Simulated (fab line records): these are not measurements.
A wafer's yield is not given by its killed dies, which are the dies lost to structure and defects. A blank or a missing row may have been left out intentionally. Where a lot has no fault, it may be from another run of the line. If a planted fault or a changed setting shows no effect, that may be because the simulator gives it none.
A lot that was struck, set against a sound lot ; flow nand-harc ; 15 out of 1302 route steps
Sound: these wafers, L368.1, L368.2, L368.4. Wafers L379.1, L379.2, L379.5 were the ones struck. The cause comes at the end.
For every step that has rows: the tool of each side, followed by ch and its chambers, followed by its first start. Under that, the readings that differ: sound wafers ; struck wafers ; difference of the means ; sigmas: that difference in standard deviations of wafers without a fault.
alike: same words and numbers on both sides, and readings whose means sit less than 2 such deviations apart. not compared: any withheld reading, any reading some wafer has no value for, any bound like >300 that may hide the same value, and any number with overlapping values for which the record gives no deviation.
Wherever a step has rows on one side only, a row that says differs or no value, or a row with sigmas, the two part there. Non-overlapping numbers with no deviation appear without sigmas and do not part them. Lack of a reading on every wafer of one side parts them only where that side has two or more wafers.

first, 7 steps without rows for these wafers: NHARC_P_M0_COAT_33 (time 65 s); NHARC_P_M0_COAT_03 (resist thk 90 nm); NHARC_P_M0_SOFTBAKE_04 (time 55 s); NHARC_P_M0_EBR_05; NHARC_P_M0_EXPOSE_06 (exposes mask P M0, target cd 90 nm); NHARC_P_M0_PEB_07 (peb time 65 s); NHARC_P_M0_DEVELOP_08 (develop time 35 s).
NHARC_P_M0_CD_MEAS_09: target cd 90 nm.
  sound on cd-sem-01 ch 0, day 8 19:55; struck on cd-sem-03 ch 0, day 13 15:32
  alike: cd-nm
NHARC_P_M0_OVL_MEAS_10: pitch 180 nm.
  sound on overlay-01 at day 8 20:00; struck on overlay-01 at day 13 15:38
  alike: overlay-x-nm, overlay-y-nm
NHARC_P_M0_INSPECT_11:
  sound on defect-inspect-02 at day 8 20:02; struck on defect-inspect-01 at day 13 15:40
  alike: raw-defect-count
NHARC_P_M0_DESCUM_14: chemistry O2, time 3 s.
  sound on rie-diel-13 ch 0,1,2, day 8 20:10; struck on rie-diel-10 ch 0,1,3, day 13 15:44
  alike: drypump-motor-current-A, oes-product-au, rf-vpp-V, showerhead-plenum-p-Torr, throttle-valve-pct
  not compared: rf-hours-counter-h
NHARC_P_M0_ETCH_34: etches the open film in N2/H2, target depth 40 nm, overetch 12 nm, time 43.94 s.
  sound on rie-diel-13 ch 0,2,3, day 8 20:14; struck on rie-diel-10 ch 0,1,2, day 13 15:49
reading;sound;struck;difference;sigmas
chamber-pressure-mTorr (mTorr);30.01 30.01 30.04;29.96 29.95 29.96;-0.06;-2
  alike: bias-w, drypump-motor-current-A, oes-product-au, rf-vpp-V, showerhead-plenum-p-Torr, throttle-valve-pct
  not compared: rf-hours-counter-h
NHARC_P_M0_ETCH_15: etches the open film in C4F8/Ar, target depth 150 nm, overetch 15 nm, time 82.5 s.
  sound on rie-diel-13 ch 0,1,2, day 8 20:20; struck on rie-diel-10 ch 0,2, day 13 15:54
  no value came back on the struck wafers for bias-w (W), chamber-pressure-mTorr (mTorr), oes-product-au (a.u.), rf-vpp-V (V); on the sound wafers bias-w (W) reads 299.3 300.0 299.1
NHARC_P_M0_CD_MEAS_16:
  sound on cd-sem-02 at day 8 20:27; struck on cd-sem-02 at day 13 16:02
  alike: cd-nm
-- break in the record here, with 18 days between the starts of the struck wafers on either side (left off in module P_M0, picked up again in module END, where the first step shown is number 1302 on the route) --
NHARC_END_SORT_01:
  sound on prober-02 ch 0, day 27 09:11; struck on prober-01 ch 0, day 31 19:13
reading;sound;struck;difference;sigmas
defect-limited-yield (%);91.0 90.1 92.5;0 0 0;-91;-36
killed-at-periphery;6 9 11;598 619 609;+600;+99 or more
killed-dies;61 67 51;677 677 677;+617;+36
sort_bin_2_pct (%);3.5 3.4 2.7;92.5 94.4 92.5;+89.9;+82
sort-n-pass;616 610 626;0 0 0;-617;-36
sort-rim-yield-pct (%);88 84 93;0 0 0;-88;-23
sort-yield-pct (%);91.0 90.1 92.5;0 0 0;-91;-36
  alike: killed-at-array, killed-at-other, killed-open, killed-short, sort_bin_3_pct, sort_bin_4_pct

WHERE THEY PART
First at NHARC_P_M0_ETCH_34; last, within this record, at NHARC_END_SORT_01.

WHY: whatever the simulator had introduced
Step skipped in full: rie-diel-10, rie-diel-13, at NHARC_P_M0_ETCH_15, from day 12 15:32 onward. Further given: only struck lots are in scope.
